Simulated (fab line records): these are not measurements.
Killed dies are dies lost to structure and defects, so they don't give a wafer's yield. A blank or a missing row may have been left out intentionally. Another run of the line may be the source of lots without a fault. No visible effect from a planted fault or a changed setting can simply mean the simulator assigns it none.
fab line records	flow n5_finfet
record: lots: 10	wafers: 29	last_day: 18
route steps=1938 shown GATE_CUT@489 MOL_CONTACT_COAG@518 BEOL_M4@1111 PASSIVATION@1936
lots with no fault: from the same line, run without faults
start_h: hours from the record's first day to the start of the lot's first wafer shown	wait_h: hours elapsed since this lot's preceding step	" the same as in the row above	L1.1+2: a row that stands for several wafers	- either no value or no given start	* or withheld: withheld	< > ~ a bound
route shown NAME@n: names a module that has steps shown in the file, with the first one's number in the route	usual: average and standard deviation across the fault-free wafers	same: alike in all rows	chamber/n: place in a boat	sites: readings site by site	_std_site: the standard deviation of these	_edge_site: the outer-site mean with the inner-site mean subtracted	radius_mm: for every site, how far away it sits from the centre of the wafer	mask NAME#n: copy n	behind: the most recent tool/chamber to have shaped the wafer	hold: why the lot went on hold/how many hours it stayed there/how the hold came to an end	device: whichever transistor did not switch (one of n, p or np)	end of line: at the end of the route, the tests of the same wafers	step lacking rows: just its recipe	killed: not the wafer's yield, but the dies lost to structure and defects at the first sort	map: the dies of a wafer, with x for killed, . for not killed, _ for no die there
set.NAME: the setting the step ran with; set.NAME@STEP: the setting that earlier step ran with	model.NAME: the simulator's own value behind a step, which no gauge read
the route's steps for a sample of lots (tables are steps, rows are wafers)
services: the hour from which a tool's chamber was out of use, counted from the record's first day as start_h (under 0 if before that day), plus the number of hours and why
== steps ==
step: N5_GATE_CUT_INSPECT_15
recipe: mode: adi	inspect_instrument: brightfield
usual: raw_defect_count: 119/37
lot.wafer	tool	chamber	start_h	wait_h	raw_defect_count
L800.2	defect_inspect-02	-	98.12	0.0	157
L800.3	"	-	"	"	124
L800.5	"	-	"	"	104
L801.2	defect_inspect-02	-	103.17	0.0	159
L801.3	"	-	"	"	176
L801.5	"	-	"	"	150
L802.1	defect_inspect-02	-	107.33	0.1	144
L802.2	"	-	"	"	128
L802.6	"	-	"	"	154
L803.1	defect_inspect-02	-	115.69	0.1	82
L803.2	"	-	"	"	86
L803.5	"	-	"	"	97
L805.2	defect_inspect-02	-	127.87	0.0	139
L805.5	"	-	"	"	92
L805.6	"	-	"	"	70
L807.4	defect_inspect-01	-	143.75	0.0	75
L807.5	"	-	"	"	93
L812.1	defect_inspect-02	-	169.48	0.1	66
L812.3	"	-	"	"	106
L812.4	"	-	"	"	85
L817.1	defect_inspect-01	-	197.17	0.1	121
L817.2	"	-	"	"	90
L817.6	"	-	"	"	169
L818.2	defect_inspect-02	-	202.78	0.0	101
L818.3	"	-	"	"	93
L818.6	"	-	"	"	67
L821.1	defect_inspect-01	-	224.65	0.1	93
L821.2	"	-	"	"	98
L821.4	"	-	"	"	95
step: N5_GATE_CUT_STRIP_21
recipe: chemistry: N2/H2	time_s: 30	power_w: 1000	temp_c: 250	pressure_mtorr: withheld	n2_flow_sccm: 1750	h2_flow_sccm: 3250
usual: drypump_motor_current_A: 5.8/0.48	heater_power_w: 328/37	n2_flow_sccm: 1749/4.7
lot.wafer	tool	chamber	start_h	wait_h	drypump_motor_current_A	heater_power_w	n2_flow_sccm	rf_hours_counter_h
L800.2	plasma_asher-01	1	98.92	0.0	5.9	340	1752	44
L800.3	"	0	"	"	6.2	295	1748	-
L800.5	"	0	"	"	6.2	288	1749	-
L801.2	plasma_asher-02	0	103.90	0.0	4.9	291	1749	88
L801.3	"	0	"	"	4.9	287	1757	-
L801.5	"	1	"	"	6.0	397	1758	-
L802.1	plasma_asher-02	0	108.05	0.0	4.9	286	1755	89
L802.2	"	1	"	"	6.1	393	1750	89
L802.6	"	0	"	"	4.9	291	1753	-
L803.1	plasma_asher-01	1	116.50	0.0	5.9	344	1744	47
L803.2	"	0	"	"	6.3	306	1748	47
L803.5	"	0	"	"	6.2	305	1749	-
L805.2	plasma_asher-01	0	128.65	0.0	6.2	313	1747	50
L805.5	"	0	"	"	6.2	300	1744	-
L805.6	"	1	"	"	5.9	332	1743	-
L807.4	plasma_asher-01	1	144.98	0.1	5.9	333	1751	-
L807.5	"	0	"	"	6.2	305	1747	-
L812.1	plasma_asher-02	1	170.78	0.1	6.1	397	1751	100
L812.3	"	1	"	"	6.0	389	1758	-
L812.4	"	0	"	"	4.9	283	1752	-
L817.1	plasma_asher-02	1	197.90	0.0	6.1	395	1758	106
L817.2	"	0	"	"	4.9	295	1754	106
L817.6	"	1	"	"	6.1	394	1754	-
L818.2	plasma_asher-01	0	203.50	0.0	6.3	295	1755	65
L818.3	"	1	"	"	5.9	338	1746	-
L818.6	"	1	"	"	5.9	332	1746	-
L821.1	plasma_asher-01	1	225.37	0.0	5.9	336	1758	69
L821.2	"	0	"	"	6.2	308	1747	69
L821.4	"	0	"	"	6.3	301	1749	-
step: N5_GATE_CUT_CMP_61
recipe: stop_on: SiNx	t_overpolish_s: 3	post_cmp_clean: alkaline_brush	down_force_psi: 4	platen_rpm: 27.09	pad_velocity_m_s: 0.539
usual: motor_current_A: 11.9/1.1	retaining_ring_pressure_frac: 1.000/0.0049
lot.wafer	tool	chamber	start_h	wait_h	motor_current_A	retaining_ring_pressure_frac
L800.3	cmp-03	1	101.47	0.3	11.8	1.000
L800.2	"	2	"	"	10.1	1.004
L800.5	"	0	"	"	11.9	0.999
L801.2	cmp-01	2	106.40	0.3	14.9	0.995
L801.3	"	3	"	"	12.1	1.007
L801.5	"	0	"	"	12.3	1.003
L802.2	cmp-01	2	110.50	0.4	15.6	0.993
L802.1	"	1	"	"	12.7	0.996
L802.6	"	2	"	"	14.1	0.988
L803.2	cmp-03	3	119.04	0.3	11.9	1.007
L803.1	"	0	"	"	13.2	1.007
L803.5	"	1	"	"	11.1	0.986
L805.2	cmp-03	2	131.20	0.3	10.7	0.997
L805.6	"	1	"	"	12.1	1.010
L805.5	"	2	"	"	10.1	0.999
L807.4	cmp-04	0	147.47	0.3	10.4	0.994
L807.5	"	3	"	"	11.5	1.010
L812.1	cmp-03	1	173.34	0.3	11.2	1.000
L812.3	"	2	"	"	10.9	0.995
L812.4	"	3	"	"	11.7	0.997
L817.2	cmp-04	0	200.37	0.4	10.2	0.994
L817.1	"	1	"	"	13.4	0.999
L817.6	"	0	"	"	10.3	0.994
L818.2	cmp-04	0	206.13	0.3	10.2	0.998
L818.3	"	1	"	"	12.9	0.993
L818.6	"	3	"	"	11.1	0.998
L821.2	cmp-03	0	227.82	0.4	13.5	0.995
L821.1	"	1	"	"	11.5	0.999
L821.4	"	2	"	"	10.0	0.998
step: N5_MOL_CONTACT_COAG_COAT_104
recipe: resist: SiARC	temp_c: 220	time_s: 60	spin_rpm: 1500	resist_thk_nm: 12
usual: dispense_pressure_kPa: 52/3.2	spin_speed_rpm: 1500.2/1
lot.wafer	tool	chamber	start_h	wait_h	dispense_pressure_kPa	spin_speed_rpm
L800.2	litho_track-05	0	101.71	-	51	1502.6
L800.3	"	0	"	"	51	1500.2
L800.5	"	0	"	"	51	1500.9
L801.2	litho_track-02	0	106.61	-	48	1498.6
L801.3	"	0	"	"	48	1500.3
L801.5	"	0	"	"	48	1501.0
L802.1	litho_track-02	0	110.76	-	48	1500.4
L802.2	"	0	"	"	48	1499.0
L802.6	"	0	"	"	48	1500.3
L803.1	litho_track-02	0	119.24	-	48	1499.7
L803.2	"	0	"	"	48	1500.4
L803.5	"	0	"	"	48	1499.5
L805.2	litho_track-03	0	131.44	-	56	1500.6
L805.5	"	0	"	"	56	1498.9
L805.6	"	0	"	"	56	1502.6
L807.4	litho_track-02	0	147.68	-	48	1500.2
L807.5	"	0	"	"	48	1500.3
L812.1	litho_track-02	0	173.57	-	48	1497.6
L812.3	"	0	"	"	48	1498.3
L812.4	"	0	"	"	48	1499.7
L817.1	litho_track-02	0	200.64	-	48	1451.3
L817.2	"	0	"	"	48	1450.7
L817.6	"	0	"	"	48	1450.9
L818.2	litho_track-02	0	206.34	-	48	1452.3
L818.3	"	0	"	"	48	1452.2
L818.6	"	0	"	"	48	1451.7
L821.1	litho_track-03	0	228.08	-	56	1499.4
L821.2	"	0	"	"	56	1500.5
L821.4	"	0	"	"	56	1500.9
step: N5_BEOL_M4_RC_MEAS_101
usual: DIBL_N: 37.1/2.4	DIBL_P: 37/3	IOFF_N: 0.18/0.053	IOFF_P: 0.21/0.05	ION_N: 674/14	ION_P: 459/9.2	SS_N: 72.1/0.9	SS_P: 73.4/0.89	VT_N: 250/3.8	VT_P: -251/3.7
lot.wafer	tool	chamber	start_h	wait_h	DIBL_N[mV/V]	DIBL_P[mV/V]	IOFF_N[nA/um]	IOFF_P[nA/um]	ION_N[uA/um]	ION_P[uA/um]	SS_N[mV/dec]	SS_P[mV/dec]	VT_N[mV]	VT_P[mV]
L800.2	prober-02	0	200.38	0.2	35.7	35	0.16	0.22	671	464	71.8	72.9	249	-249
L800.3	"	0	"	"	37.7	36	0.19	0.22	677	461	72.6	73.0	251	-249
L800.5	"	0	"	"	34.8	34	0.14	0.18	656	455	71.9	72.3	253	-249
L802.1	prober-01	0	200.63	0.2	35.0	34	0.13	0.16	664	455	71.5	73.0	253	-251
L802.2	"	0	"	"	34.1	32	0.12	0.14	652	445	71.4	72.2	256	-257
L802.6	"	0	"	"	36.0	35	0.14	0.17	664	453	71.1	72.8	255	-255
L803.1	prober-02	0	205.69	0.0	40.3	37	0.26	0.19	659	447	74.5	73.1	250	-253
L803.2	"	0	"	"	35.2	35	0.13	0.16	654	445	70.6	73.0	253	-254
L803.5	"	0	"	"	36.3	36	0.14	0.17	655	441	71.5	72.5	252	-254
L801.2	prober-01	0	205.80	0.2	37.7	39	0.20	0.25	688	467	71.6	73.7	248	-248
L801.3	"	0	"	"	36.7	37	0.19	0.23	681	464	72.0	72.7	245	-248
L801.5	"	0	"	"	37.9	38	0.20	0.23	664	453	73.0	73.8	247	-248
L805.2	prober-02	0	213.79	0.2	36.1	34	0.14	0.20	674	464	72.4	72.6	252	-250
L805.5	"	0	"	"	33.4	31	0.11	0.16	656	453	71.2	71.6	256	-252
L805.6	"	0	"	"	36.5	36	0.15	0.22	677	474	72.2	73.4	253	-250
L807.4	prober-01	0	230.08	0.5	39.7	37	0.20	0.19	670	449	73.0	74.5	251	-256
L807.5	"	0	"	"	34.1	32	0.10	0.13	651	446	71.8	72.7	259	-258
L812.1	prober-02	0	265.37	0.0	35.8	36	0.15	0.19	694	467	71.0	72.6	250	-253
L812.3	"	0	"	"	39.2	40	0.21	0.25	679	466	72.0	74.1	246	-250
L812.4	"	0	"	"	39.0	41	0.21	0.27	712	484	72.4	74.0	243	-248
L817.1	prober-02	0	285.31	0.0	38.0	39	0.19	0.21	678	452	71.4	74.0	248	-249
L817.2	"	0	"	"	42.6	45	0.30	0.31	698	471	73.4	75.3	245	-246
L817.6	"	0	"	"	43.0	45	0.30	0.32	693	462	73.8	75.1	244	-247
L818.2	prober-02	0	288.24	0.2	41.6	41	0.28	0.27	683	463	73.6	75.0	243	-248
L818.3	"	0	"	"	35.2	35	0.14	0.17	651	446	71.9	72.9	255	-255
L818.6	"	0	"	"	39.3	38	0.24	0.23	682	461	73.2	74.9	247	-251
L821.1	prober-01	0	312.45	0.0	34.9	35	0.13	0.16	662	456	71.0	73.0	254	-253
L821.2	"	0	"	"	37.6	38	0.16	0.19	662	448	71.7	73.5	254	-253
L821.4	"	0	"	"	37.8	39	0.19	0.22	681	460	71.8	73.7	249	-252
step: N5_PASSIVATION_PROBE_49
usual: defect_limited_yield: 91.6/1.4	killed_at_M0_to_M3: 32/9.5	killed_at_M4_up: 13/6	killed_at_contacts: 12/5.6	killed_at_front_end: 39/11	killed_at_other: 2.8/2.3	killed_dies: 99/16	killed_open: 65/12	killed_short: 32/7.6	sort_bin_4_leakage: 0.1/0.88	sort_bin_5_function: 4.8/0.88	sort_bin_6_memory: 3.2/0.65	sort_n_pass: 1077/29	sort_yield_pct: 91.2/2.5
same: gross_dies: 1180	killed_at_back_side: 0	sort_bin_8_speed[%]: 0
lot.wafer	tool	chamber	start_h	wait_h	defect_limited_yield[%]	killed_at_M0_to_M3	killed_at_M4_up	killed_at_contacts	killed_at_front_end	killed_at_other	killed_dies	killed_open	killed_short	sort_bin_4_leakage[%]	sort_bin_5_function[%]	sort_bin_6_memory[%]	sort_n_pass	sort_yield_pct[%]
L817.1	prober-02	-	391.32	0.0	90.5	26	20	7	53	6	112	64	32	0	4.8	3.1	1068	90.5
killed by level:class
L817.1 HKMG_FIN:area_etch=15 FIN_SAQP:geometric_particle:open=9 BEOL_M4:geometric_particle:open=9 STI_FIN_REVEAL:geometric_particle:open=8 BEOL_M3:geometric_particle:open=7 MOL_CONTACT_COAG:geometric_particle:open=6 FIN_SAQP:geometric_particle:short=5 BEOL_M0_SAQP:geometric_particle:open=4
== services ==
tool	chamber	start_h	hours	kind
cmp-04	-	75.42	7.7	pm
cmp-01	-	78.26	-	consumable_replace:conditioner
cmp-01	-	78.26	-	consumable_replace:pad
plasma_asher-02	-	84.41	1.2	repair
cmp-04	-	94.94	7.2	pm
plasma_asher-02	-	97.19	2.7	repair
cmp-03	-	115.97	0.8	repair
cmp-04	-	127.08	4.0	pm
cmp-04	-	131.08	-	consumable_replace:conditioner
cmp-04	-	131.08	-	consumable_replace:pad
cmp-03	-	133.50	0.8	repair
litho_track-03	-	139.49	-	consumable_replace:filter
cmp-04	-	180.72	2.6	repair
cmp-03	-	189.92	16.7	pm
plasma_asher-02	-	193.41	0.7	repair
cmp-01	-	197.28	2.3	repair
cmp-03	-	213.17	0.3	repair
cmp-04	-	216.24	0.4	repair
cmp-03	-	217.93	4.0	pm
cmp-03	-	221.93	-	consumable_replace:conditioner
cmp-03	-	221.93	-	consumable_replace:pad
cmp-01	-	222.06	19.9	pm
== key ==
first_sign: step: N5_MOL_CONTACT_COAG_COAT_104	reading: spin_speed_rpm	direction: down	sigmas: 47	usual: *	struck: *
effect none on later readings
met_at N5_MOL_CONTACT_COAG_COAT_104
struck_lots L817,L818
baseline_loss: step: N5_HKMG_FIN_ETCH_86	wafers: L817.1
not_acting_at N5_GATE_CUT_INSPECT_15,N5_GATE_CUT_STRIP_21,N5_GATE_CUT_CMP_61
onset_between 173.57 200.64
fault: kind: process_parameter_drift	tool: litho_track-02	chamber: -	onset_h: 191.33	steps: N5_MOL_CONTACT_COAG_COAT_104	channel: spin_rpm	offset: *	shape: step	end_h: 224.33	acts_in: *	stated: *
baseline_loss: these wafers lose ten dies or more at that step, a loss of the line's own and not of a fault; the sort's usual values leave them out
